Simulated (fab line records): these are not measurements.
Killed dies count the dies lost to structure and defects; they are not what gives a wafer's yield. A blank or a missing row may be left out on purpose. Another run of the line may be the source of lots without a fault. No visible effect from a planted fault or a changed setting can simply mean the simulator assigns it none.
fab line records	flow nand_harc
record: lots: 5	wafers: 15	last_day: 24
route steps=1159 shown A_SGD_CUT@769 A_SLIT@779 A_SIN_REMOVE@804 A_WL_FILL@809 END@1159
lots untouched by any fault: they come from a run of this same line in which no faults occurred
start_h: the number of hours between the record's first day and the start of the first shown wafer of the lot	wait_h: hours from the lot's prior step to this one	" same as the row above	L1.1+2: one row covering several wafers at once	- no value, or no start given	* or withheld: withheld	< > ~ a bound
route shown NAME@n: NAME is a module with steps in the file, n the number in the route of the first one	usual: average and standard deviation across the fault-free wafers	same: alike in all rows	chamber/n: place in a boat	sites: each site's reading	_std_site: standard deviation across them	_edge_site: outer sites' mean less inner sites'	radius_mm: for every site, how far away it sits from the centre of the wafer	mask NAME#n: copy n	behind: the tool/chamber that last shaped the wafer	hold: why the lot was held/for how many hours/how that ended	device: the n, p or np transistor that did not switch	end of line: tests of these same wafers at the route's end	a step with no rows: only its recipe	killed: at the first sort, the dies lost to defects and structure; wafer yield is something else	map: a wafer's dies, x killed, . not, _ none there
set.NAME: the setting that was run; set.NAME@STEP: the one run at that earlier step	model.NAME: the simulator's own value behind a step, which no gauge read
lots seen at some steps along the route; tables by step, rows by wafer
services: from which hour (start_h, from the record's first day; less than 0 if before it) a tool's chamber was out of use, for how many hours, and why
== steps ==
step: NHARC_A_SGD_CUT_SRD_19
step: NHARC_A_SGD_CUT_DEP_20
recipe: target_thk_a: 1500	temp_c: 65	material: SiO2
step: NHARC_A_SGD_CUT_ANNEAL_27
recipe: temp_c: 450	time_s: 1800
step: NHARC_A_SGD_CUT_CMP_21
recipe: target_thk_nm: 148.19
step: NHARC_A_SGD_CUT_THK_MEAS_22
recipe: thk_meas_gauge: ellipsometry
usual: thk_nm: 148.1/1.3
lot.wafer	tool	chamber	start_h	wait_h	thk_nm
L300.3	film_metro-01	-	329.61	0.2	149.9
L300.4	"	-	"	"	149.5
L300.5	"	-	"	"	149.0
L305.1	film_metro-02	-	375.16	0.2	147.7
L305.5	"	-	"	"	147.4
L305.6	"	-	"	"	147.3
L315.1	film_metro-02	-	431.44	0.2	149.4
L315.4	"	-	"	"	144.4
L315.6	"	-	"	"	146.9
L313.1	film_metro-01	-	436.72	0.2	147.2
L313.3	"	-	"	"	149.0
L313.4	"	-	"	"	147.3
L317.1	film_metro-02	-	436.73	0.2	146.0
L317.2	"	-	"	"	148.5
L317.3	"	-	"	"	149.5
step: NHARC_A_SGD_CUT_SRD_23
step: NHARC_A_SGD_CUT_ETCH_26
recipe: target_depth_a: 458	chemistry: dHF	material: SiO2
step: NHARC_A_SGD_CUT_ETCHBACK_24
recipe: target_depth_a: 500	over_etch_frac: 0.3	time_s: 92.857	ion_energy_ev: 120	ch3f_flow_sccm: 50	o2_flow_sccm: 30	ar_flow_sccm: 200	rf_w: 500	bias_w: 100	chemistry: CH3F/O2
step: NHARC_A_SGD_CUT_STRIP_28
recipe: time_s: 20	o2_flow_sccm: 500	ar_flow_sccm: 0	bias_w: 0	chemistry: O2
step: NHARC_A_SGD_CUT_INSPECT_25
usual: raw_defect_count: 349/110
lot.wafer	tool	chamber	start_h	wait_h	raw_defect_count
L300.3	defect_inspect-02	-	330.08	-	340
L300.4	"	-	"	"	259
L300.5	"	-	"	"	428
L305.1	defect_inspect-02	-	375.71	-	396
L305.5	"	-	"	"	378
L305.6	"	-	"	"	404
L315.1	defect_inspect-02	-	431.91	-	256
L315.4	"	-	"	"	212
L315.6	"	-	"	"	345
L317.1	defect_inspect-02	-	437.19	-	261
L317.2	"	-	"	"	271
L317.3	"	-	"	"	337
L313.1	defect_inspect-01	-	437.19	-	295
L313.3	"	-	"	"	327
L313.4	"	-	"	"	554
step: NHARC_A_SLIT_DEP_25
recipe: target_thk_a: 2000	temp_c: 400	pressure_torr: 6.5	rf_w: 900	teos_flow_sccm: 161.4	flow_sccm: 2650	target_thk_nm: 200	gas: O2	material: SiO2
usual: chamber_pressure_Torr: 6.497/0.013	flow_sccm: 2650/7.6	heater_power_w: 586/91	throttle_valve_pct: 16.2/0.43
lot.wafer	tool	chamber	start_h	wait_h	chamber_pressure_Torr	flow_sccm	heater_power_w	since_wet_clean_h	throttle_valve_pct
L300.3	pecvd-04	1	330.14	0.1	6.499	2643	569	121	15.1
L300.5	"	1	"	"	6.491	2648	556	-	15.3
L300.4	"	0	"	"	6.478	2649	409	-	16.2
L305.1	pecvd-04	2	375.78	0.1	6.471	2653	683	167	16.3
L305.6	"	0	"	"	6.484	2648	507	-	16.2
L305.5	"	1	"	"	6.454	2650	546	-	15.3
L315.1	pecvd-03	2	431.98	0.1	6.510	2646	673	127	16.3
L315.6	"	2	"	"	6.501	2655	669	-	16.0
L315.4	"	1	"	"	6.480	2660	534	-	16.5
L317.2	pecvd-03	0	437.26	0.1	6.491	2658	558	132	16.8
L317.1	"	1	"	"	6.490	2654	623	132	16.4
L317.3	"	2	"	"	6.494	2659	599	132	16.3
L313.1	pecvd-02	1	437.26	0.1	6.515	2658	640	90	16.0
L313.3	"	0	"	"	6.493	2648	877	90	15.9
L313.4	"	2	"	"	6.480	2647	621	-	16.7
step: NHARC_A_SLIT_DEP_00
recipe: target_thk_a: 32000	temp_c: 400	material: aC
usual: throttle_valve_pct: 35.001/0.0085
lot.wafer	tool	chamber	start_h	wait_h	throttle_valve_pct
L300.3	acl_dep-02	0	332.81	-	34.987
L300.4	"	0	"	"	35.004
L300.5	"	0	"	"	34.991
L305.1	acl_dep-03	0	378.08	-	34.985
L305.5	"	0	379.38	-	34.996
L305.6	"	0	"	"	34.995
L315.1	acl_dep-02	0	432.76	-	34.993
L315.4	"	0	"	"	34.988
L315.6	"	0	"	"	35.006
L317.1	acl_dep-01	0	437.60	-	34.997
L317.2	"	0	"	"	34.999
L317.3	"	0	"	"	35.004
L313.1	acl_dep-03	0	437.60	-	35.010
L313.3	"	0	"	"	34.995
L313.4	"	0	"	"	35.001
step: NHARC_A_SLIT_DEP_23
recipe: target_thk_a: 1000	target_thk_nm: 100	temp_c: 400	pressure_torr: 3.5	flow_sccm: 200	rf_w: 350	material: SiON
usual: chamber_pressure_Torr: 3.499/0.0072	heater_power_w: 774/100
lot.wafer	tool	chamber	start_h	wait_h	chamber_pressure_Torr	heater_power_w	since_wet_clean_h
L300.4	pecvd-02	1	334.22	0.8	3.503	851	-
L300.3	"	2	"	"	3.488	748	-
L300.5	"	1	"	"	3.496	833	-
L305.1	pecvd-03	0	380.07	1.7	3.498	782	75
L305.6	"	0	"	"	3.492	774	-
L305.5	"	1	"	"	3.506	793	-
L315.1	pecvd-03	2	434.76	1.7	3.492	866	130
L315.6	"	2	"	"	3.489	871	-
L315.4	"	0	"	"	3.511	688	-
L313.1	pecvd-02	2	439.72	1.8	3.491	744	92
L313.3	"	0	"	"	3.498	1012	92
L313.4	"	1	"	"	3.502	767	-
L317.2	pecvd-04	2	439.77	1.5	3.502	842	50
L317.3	"	0	"	"	3.496	591	50
L317.1	"	1	"	"	3.489	643	50
step: NHARC_A_SLIT_DEHYDRATE_01
recipe: temp_c: 150	time_s: 120
step: NHARC_A_SLIT_HMDS_02
recipe: time_s: 30
step: NHARC_A_SLIT_COAT_03
recipe: spin_rpm: 1500	resist_thk_nm: 90
step: NHARC_A_SLIT_SOFTBAKE_04
recipe: temp_c: 105	time_s: 55
step: NHARC_A_SLIT_EBR_05
step: NHARC_A_SLIT_EXPOSE_06
recipe: na: 1.35	dose_mj: 60.82	mask_id: SLIT
step: NHARC_A_SLIT_PEB_07
recipe: peb_temp_c: 100	peb_time_s: 65
step: NHARC_A_SLIT_DEVELOP_08
recipe: develop_time_s: 35	dev_temp_c: 23
step: NHARC_A_SLIT_CD_MEAS_09
recipe: target_cd_nm: 300	landing_energy_ev: 500
usual: cd_nm: 299.8/0.53
lot.wafer	tool	chamber	start_h	wait_h	cd_nm
L300.3	cd_sem-01	0	334.91	-	298.5
L300.4	"	0	"	"	299.8
L300.5	"	0	"	"	299.1
L305.1	cd_sem-01	0	380.73	-	300.2
L305.5	"	0	"	"	299.6
L305.6	"	0	"	"	299.7
L315.1	cd_sem-03	0	435.31	-	300.2
L315.4	"	0	"	"	299.4
L315.6	"	0	"	"	300.2
L313.1	cd_sem-01	0	440.39	-	299.2
L313.3	"	0	"	"	299.6
L313.4	"	0	"	"	300.3
L317.1	cd_sem-01	0	440.55	-	300.4
L317.2	"	0	"	"	299.4
L317.3	"	0	"	"	300.2
step: NHARC_A_SLIT_OVL_MEAS_10
usual: overlay_x_nm: -0.1/0.77	overlay_y_nm: 0.1/0.87
lot.wafer	tool	chamber	start_h	wait_h	overlay_x_nm	overlay_y_nm
L300.3	overlay-01	-	334.99	-	-0.3	1.2
L300.4	"	-	"	"	-0.2	1.0
L300.5	"	-	"	"	0.1	1.5
L305.1	overlay-01	-	380.82	-	0.6	-0.8
L305.5	"	-	"	"	0.3	0.4
L305.6	"	-	"	"	0.4	-0.4
L315.1	overlay-02	-	435.40	-	-0.9	0.2
L315.4	"	-	"	"	-0.6	-0.1
L315.6	"	-	"	"	-1.5	0.6
L313.1	overlay-02	-	440.48	-	-0.6	1.1
L313.3	"	-	"	"	0.1	0.9
L313.4	"	-	"	"	-0.4	1.2
L317.1	overlay-01	-	440.63	-	-0.9	0.0
L317.2	"	-	"	"	-0.6	0.4
L317.3	"	-	"	"	-0.5	0.4
step: NHARC_A_SLIT_INSPECT_11
usual: raw_defect_count: 22/9.2
lot.wafer	tool	chamber	start_h	wait_h	raw_defect_count
L300.3	defect_inspect-02	-	335.03	0.0	14
L300.4	"	-	"	"	9
L300.5	"	-	"	"	16
L305.1	defect_inspect-01	-	380.87	0.1	36
L305.5	"	-	"	"	34
L305.6	"	-	"	"	26
L315.1	defect_inspect-02	-	435.44	0.0	19
L315.4	"	-	"	"	14
L315.6	"	-	"	"	19
L313.1	defect_inspect-02	-	440.52	0.0	29
L313.3	"	-	"	"	35
L313.4	"	-	"	"	38
L317.1	defect_inspect-01	-	440.67	0.0	10
L317.2	"	-	"	"	23
L317.3	"	-	"	"	13
step: NHARC_A_SLIT_DESCUM_14
recipe: time_s: 3	o2_flow_sccm: 200	ar_flow_sccm: 0	bias_power_w: 0	chemistry: O2
usual: drypump_motor_current_A: 5.5/0.51	mfc_ar_sccm: 0.008/0.013	o2_flow_sccm: 200.0/0.55	oes_product_au: 0.998/0.0077	rf_vpp_V: 57.8/0.9	showerhead_plenum_p_Torr: 1.90/0.11	throttle_valve_pct: 11.310/0.0092
lot.wafer	tool	chamber	start_h	wait_h	drypump_motor_current_A	mfc_ar_sccm	o2_flow_sccm	oes_product_au	rf_hours_counter_h	rf_vpp_V	showerhead_plenum_p_Torr	throttle_valve_pct
L300.4	rie_diel-01	2	335.10	0.1	6.5	0.030	200.1	0.995	0	57.5	1.84	11.301
L300.3	"	0	"	"	5.9	0	200.0	0.999	0	57.7	1.78	11.311
L300.5	"	1	"	"	5.7	0.000	199.3	1.011	-	57.0	1.80	11.302
L305.1	rie_diel-07	0	380.96	0.1	5.6	0	200.7	1.003	9	60.2	2.04	11.289
L305.5	"	1	"	"	5.6	0.044	199.9	0.988	-	56.7	1.88	11.315
L305.6	"	2	"	"	5.1	0	199.9	1.006	-	59.3	2.04	11.317
L315.1	rie_diel-07	2	435.51	0.1	5.1	0	199.1	1.006	2	57.7	2.03	11.313
L315.4	"	0	"	"	5.6	0	199.8	0.984	1	59.0	2.04	11.303
L315.6	"	1	"	"	5.7	0.044	201.2	1.002	-	57.7	1.88	11.314
L313.3	rie_diel-07	0	440.58	0.1	5.6	0	200.4	0.995	2	58.5	2.04	11.292
L313.1	"	1	"	"	5.7	0.044	200.8	0.995	2	57.5	1.88	11.314
L313.4	"	2	"	"	5.1	0	199.9	1.004	2	58.2	2.03	11.324
L317.1	rie_diel-09	2	440.73	0.1	5.3	0.006	199.7	1.006	0	56.4	1.79	11.306
L317.2	"	3	"	"	5.3	0	200.0	0.994	0	58.4	2.04	11.311
L317.3	"	0	"	"	5.1	0.010	200.3	0.992	0	55.6	1.79	11.313
step: NHARC_A_SLIT_ETCH_24
recipe: target_depth_a: 1210	time_s: 60.5	cf4_flow_sccm: 100	chf3_flow_sccm: 30	ar_flow_sccm: 0	rf_w: 500	bias_w: 200	chemistry: CF4/CHF3
step: NHARC_A_SLIT_ETCH_15
recipe: target_depth_a: 32000	over_etch_frac: 0.3	time_s: 832	ion_energy_ev: 150	o2_flow_sccm: 400	cos_flow_sccm: 20	ar_flow_sccm: 0	rf_w: 500	bias_w: 300	chemistry: O2/COS
usual: drypump_motor_current_A: 5.5/0.5	mfc_ar_sccm: 0.008/0.013	o2_flow_sccm: 400.1/1.3	oes_product_au: 0.999/0.0082	rf_vpp_V: 313.8/2.6	showerhead_plenum_p_Torr: 3.10/0.17	throttle_valve_pct: 28.330/0.008
lot.wafer	tool	chamber	start_h	wait_h	drypump_motor_current_A	mfc_ar_sccm	o2_flow_sccm	oes_product_au	rf_hours_counter_h	rf_vpp_V	showerhead_plenum_p_Torr	throttle_valve_pct
L300.3	rie_diel-09	0	335.43	-	5.1	0.010	398.4	1.005	6	310.6	2.94	28.332
L300.4	"	1	"	"	5.1	0.012	400.3	0.989	7	313.9	3.14	28.328
L300.5	"	3	"	"	5.4	0	400.1	0.994	-	316.6	3.32	28.331
L305.1	rie_diel-07	2	-	-	5.1	0	401.1	1.018	9	317.4	3.31	28.326
L305.6	"	0	"	"	5.6	0	399.9	1.000	-	316.6	3.32	28.325
L305.5	"	1	"	"	5.7	0.044	400.6	0.981	-	312.9	3.07	28.333
L315.1	rie_diel-07	1	-	-	5.7	0.044	399.7	1.004	2	312.9	3.06	28.318
L315.4	"	2	"	"	5.2	0	401.0	1.007	2	317.1	3.31	28.336
L315.6	"	0	"	"	5.6	0	402.7	0.988	-	317.0	3.31	28.333
L313.1	rie_diel-07	0	-	-	5.6	0	398.9	1.000	2	317.0	3.31	28.324
L313.3	"	1	"	"	5.6	0.044	397.2	0.994	3	313.0	3.06	28.324
L313.4	"	3	"	"	6.6	0	397.7	1.004	2	310.7	2.91	28.331
L317.1	rie_diel-09	0	-	-	5.1	0.010	401.6	0.989	0	311.3	2.93	28.331
L317.2	"	1	"	"	5.1	0.012	400.4	0.992	0	313.8	3.14	28.342
L317.3	"	2	"	"	5.3	0.006	400.2	1.005	0	310.8	2.94	28.318
step: NHARC_A_SLIT_ETCH_17
recipe: bias_v: 900	source_w: withheld	pressure_mtorr: 20	ar_flow_sccm: 375	c4f8_flow_sccm: 83.3	o2_flow_sccm: 41.7	time_s: 1687.5	target_depth_a: 1.01e+05	chemistry: C4F8/O2/Ar
step: NHARC_A_SLIT_ETCH_26
recipe: bias_v: 400	source_w: 2000	pressure_mtorr: 25	time_s: 90	ar_flow_sccm: 375	c4f8_flow_sccm: 41.7	o2_flow_sccm: 83.3	target_depth_a: 4000	chemistry: C4F8/O2/Ar
step: NHARC_A_SLIT_STRIP_28
recipe: o2_flow_sccm: 400	cos_flow_sccm: 20	ar_flow_sccm: 0	bias_w: 0	chemistry: O2/COS
step: NHARC_A_SLIT_ETCH_29
recipe: target_depth_a: 1000	overetch_a: 100	time_s: 55	ion_energy_ev: 100	cf4_flow_sccm: 80	o2_flow_sccm: 20	ar_flow_sccm: 0	rf_w: 300	bias_w: 100	chemistry: CF4/O2
step: NHARC_A_SLIT_STRIP_18
recipe: o2_flow_sccm: 500	ar_flow_sccm: 0	bias_w: 0	chemistry: O2
step: NHARC_A_SLIT_PRECLEAN_19
recipe: time_s: *	temp_c: 50	bath_age_min: 0	chemistry: SC1
step: NHARC_A_SLIT_SRD_20
step: NHARC_A_SLIT_CD_MEAS_21
usual: cd_nm: 289.4/0.84
lot.wafer	tool	chamber	start_h	wait_h	cd_nm
L300.3	cd_sem-01	-	338.64	-	290.1
L300.4	"	-	"	"	289.3
L300.5	"	-	"	"	289.1
L305.1	cd_sem-02	-	385.30	-	290.5
L305.5	"	-	"	"	290.7
L305.6	"	-	"	"	290.9
L315.1	cd_sem-01	-	439.05	-	289.8
L315.4	"	-	"	"	289.5
L315.6	"	-	"	"	290.2
L313.1	cd_sem-02	-	449.68	-	290.8
L313.3	"	-	"	"	291.2
L313.4	"	-	"	"	289.8
L317.1	cd_sem-01	-	450.34	-	290.5
L317.2	"	-	"	"	290.2
L317.3	"	-	"	"	289.4
step: NHARC_A_SIN_REMOVE_WET_00
recipe: temp_c: 160	time_s: 15300	chemistry: H3PO4
step: NHARC_A_SIN_REMOVE_PRECLEAN_01
recipe: time_s: *	temp_c: 50	bath_age_min: 0	chemistry: SC1
step: NHARC_A_SIN_REMOVE_SRD_02
step: NHARC_A_SIN_REMOVE_INSPECT_04
usual: raw_defect_count: 348/120
lot.wafer	tool	chamber	start_h	wait_h	raw_defect_count
L300.3	defect_inspect-01	-	346.41	0.0	329
L300.4	"	-	"	"	243
L300.5	"	-	"	"	357
L305.1	defect_inspect-02	-	391.86	0.0	401
L305.5	"	-	"	"	358
L305.6	"	-	"	"	412
L315.1	defect_inspect-02	-	446.69	0.0	271
L315.4	"	-	"	"	265
L315.6	"	-	"	"	329
L313.1	defect_inspect-01	-	457.30	0.0	328
L313.3	"	-	"	"	358
L313.4	"	-	"	"	577
L317.1	defect_inspect-02	-	457.30	0.0	219
L317.2	"	-	"	"	195
L317.3	"	-	"	"	303
step: NHARC_A_WL_FILL_ALD_00
recipe: target_thk_a: 30	pulse_time_s: 3	ald_cycles: 30	temp_c: 300	material: Al2O3
usual: heater_power_w: 477/54	precursor_pulse_height_rel: 0.999/0.02
same: ald_cycles: 30
lot.wafer	tool	chamber	start_h	wait_h	heater_power_w	precursor_pulse_height_rel	since_wet_clean_h
L300.3	ald_hk-03	3	347.20	0.8	519	1.013	10
L300.4	"	1	"	"	423	0.980	10
L300.5	"	3	"	"	524	1.045	-
L305.1	ald_hk-03	3	392.52	0.7	530	0.981	55
L305.5	"	2	"	"	481	0.988	-
L305.6	"	3	"	"	538	1.020	-
L315.1	ald_hk-03	2	446.75	0.1	498	1.018	110
L315.4	"	1	"	"	425	1.037	110
L315.6	"	3	"	"	546	1.008	-
L313.3	ald_hk-03	3	457.36	0.1	541	1.018	120
L313.1	"	0	"	"	507	1.007	120
L313.4	"	1	"	"	427	0.963	120
L317.3	ald_hk-01	1	457.37	0.1	434	1.028	41
L317.1	"	3	"	"	481	1.016	41
L317.2	"	0	"	"	448	1.039	41
step: NHARC_A_WL_FILL_RTA_01
recipe: temp_c: 1000	time_s: 5
step: NHARC_END_SORT_01
recipe: temp_c: 25
usual: killed_at_array: 25/9.2	killed_at_other: 0.9/1.3	killed_at_periphery: 3.3/2.3	killed_dies: 29/9.6	killed_open: 3.2/1.8	killed_short: 2/1.4
same: gross_dies: 677
lot.wafer	tool	chamber	start_h	wait_h	killed_at_array	killed_at_other	killed_at_periphery	killed_dies	killed_open	killed_short
L300.3	prober-02	0	449.56	3.1	12	0	2	14	1	1
L300.4	prober-02	0	450.37	3.4	11	1	1	13	5	2
L300.5	prober-02	0	451.17	3.7	14	0	3	17	5	2
L315.1	prober-02	0	551.70	2.5	28	1	1	30	3	1
L315.4	prober-02	0	554.08	3.4	25	0	1	26	0	1
L315.6	prober-02	0	555.66	4.0	27	1	0	28	3	1
L313.1	prober-02	0	567.25	2.5	88	2	3	93	2	2
L313.3	prober-02	0	568.82	3.1	35	2	1	38	3	1
L313.4	prober-02	0	569.61	3.4	35	2	4	41	6	1
killed by level:class
L300.3 A_CONTACT:chamber_film_flake=4 A_CHANNEL_HOLE_D1:chamber_film_flake=3 A_STAIRCASE:chamber_film_flake=2 A_CHANNEL_FILL_D1:geometric_particle:short=1 A_BLC:geometric_particle:open=1 P_ZERO_WELL:chamber_film_flake=1 P_STI:chamber_film_flake=1 A_CHANNEL_FILL_D1:chamber_film_flake=1
L300.4 A_CONTACT:chamber_film_flake=3 A_BLC:geometric_particle:open=2 P_GATE:geometric_particle:open=1 A_ONON_D1:geometric_particle:open=1 A_ONON_D1:geometric_particle:short=1 A_WL_FILL:geometric_particle:open=1 A_M0:geometric_particle:short=1 A_ZERO_WELL:chamber_film_flake=1
L300.5 A_CHANNEL_HOLE_D1:chamber_film_flake=4 A_STAIRCASE:chamber_film_flake=2 A_CONTACT:chamber_film_flake=2 P_M0:geometric_particle:open=1 A_SOURCE_PLATE:geometric_particle:short=1 A_ONON_D1:geometric_particle:open=1 A_CHANNEL_FILL_D1:geometric_particle:open=1 A_CONTACT:geometric_particle:open=1
L315.1 A_SLIT:chamber_film_flake=14 A_WL_FILL:geometric_particle:open=3 A_CHANNEL_HOLE_D1:chamber_film_flake=3 A_WL_FILL:chamber_film_flake=3 A_STAIRCASE:chamber_film_flake=2 A_CONTACT:chamber_film_flake=2 A_CONTACT:geometric_particle:short=1 P_STI:chamber_film_flake=1
L315.4 A_SLIT:chamber_film_flake=11 A_CHANNEL_HOLE_D1:chamber_film_flake=6 A_CONTACT:chamber_film_flake=4 A_STAIRCASE:chamber_film_flake=3 A_WL_FILL:geometric_particle:short=1 P_GATE:chamber_film_flake=1
L315.6 A_SLIT:chamber_film_flake=9 A_CHANNEL_HOLE_D1:chamber_film_flake=5 A_STAIRCASE:chamber_film_flake=5 A_CONTACT:chamber_film_flake=4 A_CHANNEL_FILL_D1:geometric_particle:short=1 A_WL_FILL:geometric_particle:open=1 A_CONTACT:geometric_particle:open=1 A_M0:geometric_particle:open=1
L313.1 A_SLIT:area_dep=44 A_CHANNEL_HOLE_D1:chamber_film_flake=21 A_SLIT:chamber_film_flake=14 A_CONTACT:chamber_film_flake=6 P_CONTACT:geometric_particle:short=1 A_CONTACT:geometric_particle:short=1 A_M1:geometric_particle:open=1 STARTING-WAFER:geometric_particle:open=1
L313.3 A_CHANNEL_HOLE_D1:chamber_film_flake=14 A_SLIT:chamber_film_flake=8 A_CONTACT:chamber_film_flake=7 A_CHANNEL_FILL_D1:chamber_film_flake=2 THIN_TSV:chamber_film_flake=2 A_SOURCE_PLATE:geometric_particle:open=1 A_STAIRCASE:geometric_particle:open=1 A_WL_FILL:geometric_particle:short=1
L313.4 A_CHANNEL_HOLE_D1:chamber_film_flake=20 A_SLIT:chamber_film_flake=7 P_M2:geometric_particle:open=2 A_CONTACT:chamber_film_flake=2 A_ONON_D1:geometric_particle:short=1 A_ONON_D1:geometric_particle:open=1 A_CONTACT:geometric_particle:open=1 A_M0:geometric_particle:open=1
map L313.1 (x killed, . not)
____________.____________
_________......._________
_______x....x.x..._______
______...........x.______
_____..............._____
____................x____
____..........x.....x____
___...................___
___..............x....___
__.....................__
__.x..............x.x..__
_x.......x.....x........_
_...............x...x..._
_...................x.x._
_......................._
_..............x.......x_
.........................
.........................
...................x.....
......................x.x
....................x..x.
_..x...........x........_
_......................._
_......................._
_x..................x..._
_..............x........_
__..............x......__
__.x............x...x.x__
___.x..x.....xx.x....x___
___xx..x.......x...xxx___
____x.xx........xx...____
____xxxx.....x.xxxx.x____
_____xx.x....xxxx.x._____
______x.x....xxxx.x______
_______xx.xx.xxxxx_______
_________..xxxxx_________
____________x____________
map L300.5 (x killed, . not)
____________.____________
_________..x...._________
_______..........._______
______.......x.....______
_____.x............._____
____.................____
____.................____
___...................___
___...x...............___
__.....................__
__.....................__
_.........x............._
_......................._
_......................._
_......................._
_........xx............._
.........................
.........................
.........................
....x....................
.........................
_......................._
_......................._
_..............x........_
_..x...................._
_......................._
__.....................__
__.....................__
___...x....x..........___
___.xx................___
____.................____
____.................____
_____x.......x......_____
______.x...........______
_______..........._______
_________......._________
____________.____________
== services ==
tool	chamber	start_h	hours	kind
rie_diel-07	0	310.70	-	clean
rie_diel-07	1	310.70	-	clean
rie_diel-07	2	310.70	-	clean
ald_hk-03	-	311.09	1.8	repair
rie_diel-07	1	312.57	4.7	repair
rie_diel-01	-	314.87	9.0	pm
ald_hk-03	-	327.12	10.0	pm
pecvd-02	0	329.73	4.6	repair
pecvd-02	-	334.39	13.0	pm
rie_diel-09	2	337.51	2.6	repair
acl_dep-02	-	350.46	13.0	pm
rie_diel-01	3	362.01	11.5	repair
pecvd-04	-	366.98	0.5	repair
pecvd-04	-	376.70	13.0	pm
rie_diel-01	1	385.48	8.4	repair
rie_diel-01	2	389.09	8.0	repair
rie_diel-07	1	397.80	6.8	repair
rie_diel-07	-	405.20	9.0	pm
acl_dep-03	-	406.00	13.0	pm
ald_hk-01	-	406.00	10.0	pm
rie_diel-01	1	415.69	9.1	repair
rie_diel-09	-	431.11	9.0	pm
pecvd-02	2	447.01	11.5	repair
rie_diel-09	-	455.34	0.6	repair
== key ==
first_sign: step: NHARC_END_SORT_01	reading: killed_at_array	direction: up	sigmas: 6.8	usual: 25	struck: 88
effect: step: NHARC_END_SORT_01	reading: killed_dies	direction: up	sigmas: 6.6	usual: 29	struck: 93
more_kills_born_at: NHARC_A_SLIT_DEP_23@pecvd-02: 44
met_at NHARC_A_SLIT_DEP_23
struck_wafers L313.1
tester_left_out L313
onset_between 334.22 439.72
fault: kind: process_parameter_drift	tool: pecvd-02	chamber: -	onset_h: 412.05	steps: NHARC_A_SLIT_DEP_23	channel: target_thk_a	offset: *	shape: step	end_h: 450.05	scope: struck_wafers_only	acts_in: *	stated: *
tester_left_out: of these lots the tester's yield and bins aren't shown, on N5 and GAA mostly nor the transistor test; their killed dies are dies lost to structure and defects alone, not to doping, threshold or leakage, so they don't give the yield
